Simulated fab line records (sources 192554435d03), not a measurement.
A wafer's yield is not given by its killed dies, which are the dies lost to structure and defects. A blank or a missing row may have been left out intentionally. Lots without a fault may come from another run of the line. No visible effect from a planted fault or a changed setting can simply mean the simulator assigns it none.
Code-filled problem report in 8D (eight disciplines) form | flow n5 finfet | the parts of the form that need people (team, actions taken, sign-off) are left out

## 1. THE PROBLEM
bias w at N5_BEOL_M9_ETCH_66 reads a mean of 137.8 W on 1 wafer of 1 lot; wafers without a fault read 150.0 W with a standard deviation of 0.48. That puts it -25 standard deviations away from the usual mean.
The step: etches SOC in N2/H2, target depth 80 nm, overetch 16 nm, time 120 s.
The first sign was on wafer L450.3 at day 13 04:11, on rie diel-02. The record holds 15 wafers of 5 lots with a number at this step. Rule for "out", or "out of limits": more than 4 standard deviations from the usual mean. The other wafers with a number count as sound.

## 2. WHAT IT IS, WHAT IT ISN'T
question                    | is                | is not
which readings at this step | bias w, rf vpp V  | drypump motor current A, oes product au, showerhead plenum p Torr, throttle valve pct
which lots                  | L450              | L436, L437, L453, L459
which wafers of those lots  | L450.3            | L450.1, L450.5
read on which tools         | rie diel-02       | rie diel-03, rie diel-05
when                        | from day 13 04:11 | up to then (8 sound wafers); but 6 sound wafers of L453, L459 came after

## 3. WHAT RULES OUT EACH SUSPECT
Counting: any tool at a process step up to the reading remains a suspect provided it ran every lot that is out. Sound lots after the first of them don't rule it out here, since some wafers of a struck lot are sound.
- rie diel-02 at N5_BEOL_M9_DESCUM_33 (chemistry O2, time 7 s): kept. The lot that is out, L450, ran on it at day 13 04:07; the last sound lot it ran before that was L437, at day 9 21:16.
- rie diel-02 at N5_BEOL_M9_ETCH_76 (etches underlayer in N2/H2, target depth 6.5 nm, time 5.2 s): kept. The lot that is out, L450, ran on it at day 13 04:08; the last sound lot it ran before that was L437, at day 9 21:18.
- rie diel-02 at N5_BEOL_M9_ETCH_65 (etches SiARC in CF4, target depth 15.6 nm, time 26 s): kept. The lot that is out, L450, ran on it at day 13 04:10; the last sound lot it ran before that was L437, at day 9 21:19.
- rie diel-02 at N5_BEOL_M9_ETCH_66 (etches SOC in N2/H2, target depth 80 nm, overetch 16 nm, time 120 s): kept. The lot that is out, L450, ran on it at day 13 04:11; the last sound lot it ran before that was L437, at day 9 21:21. Out on those wafers are its own readings of bias w, rf vpp V.
- Within rie diel-02 at N5_BEOL_M9_DESCUM_33: the wafers that are out ran in chamber 3; their sound lot-mates ran in chambers 1, 2.
- Within rie diel-02 at N5_BEOL_M9_ETCH_76: the wafers that are out ran in chamber 3; their sound lot-mates ran in chambers 1, 2.
- Within rie diel-02 at N5_BEOL_M9_ETCH_65: the wafers that are out ran in chamber 3; their sound lot-mates ran in chambers 1, 2.
- Within rie diel-02 at N5_BEOL_M9_ETCH_66: the wafers that are out ran in chamber 3; their sound lot-mates ran in chambers 1, 2.
Left after counting: rie diel-02 at N5_BEOL_M9_DESCUM_33, rie diel-02 at N5_BEOL_M9_ETCH_76, rie diel-02 at N5_BEOL_M9_ETCH_65, rie diel-02 at N5_BEOL_M9_ETCH_66.

## 4. THE CAUSE (what the simulator had put in)
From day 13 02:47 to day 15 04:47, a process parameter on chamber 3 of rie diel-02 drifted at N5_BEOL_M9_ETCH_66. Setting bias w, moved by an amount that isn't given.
This tool is one of the 4 suspects left after counting.

## 5. THE CHAIN OF EFFECTS, in route order
Each row: a reading where the mean over the struck wafers with a number is more than 3 standard deviations away from the usual. Only readings whose record carries a usual standard deviation are examined. hours: median over the lots of the time between each lot's start at the first step of this table that gives one and its start at this step. sigmas: the change, counted in usual standard deviations.
hours | step               | reading  | usual   | on struck wafers | change | sigmas
0     | N5_BEOL_M9_ETCH_66 | bias w   | 150.0 W | 137.8            | -12.2  | -25
0     | N5_BEOL_M9_ETCH_66 | rf vpp V | 523.2 V | 496.4            | -26.8  | -14
Here are the process steps it includes:
- N5_BEOL_M9_ETCH_66: etches SOC in N2/H2, target depth 80 nm, overetch 16 nm, time 120 s.

## 6. HOW IT WOULD HAVE BEEN CAUGHT EARLIER
In this record the first reading out of limits was taken at day 13 04:11, 1 hour after the fault began at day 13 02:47.
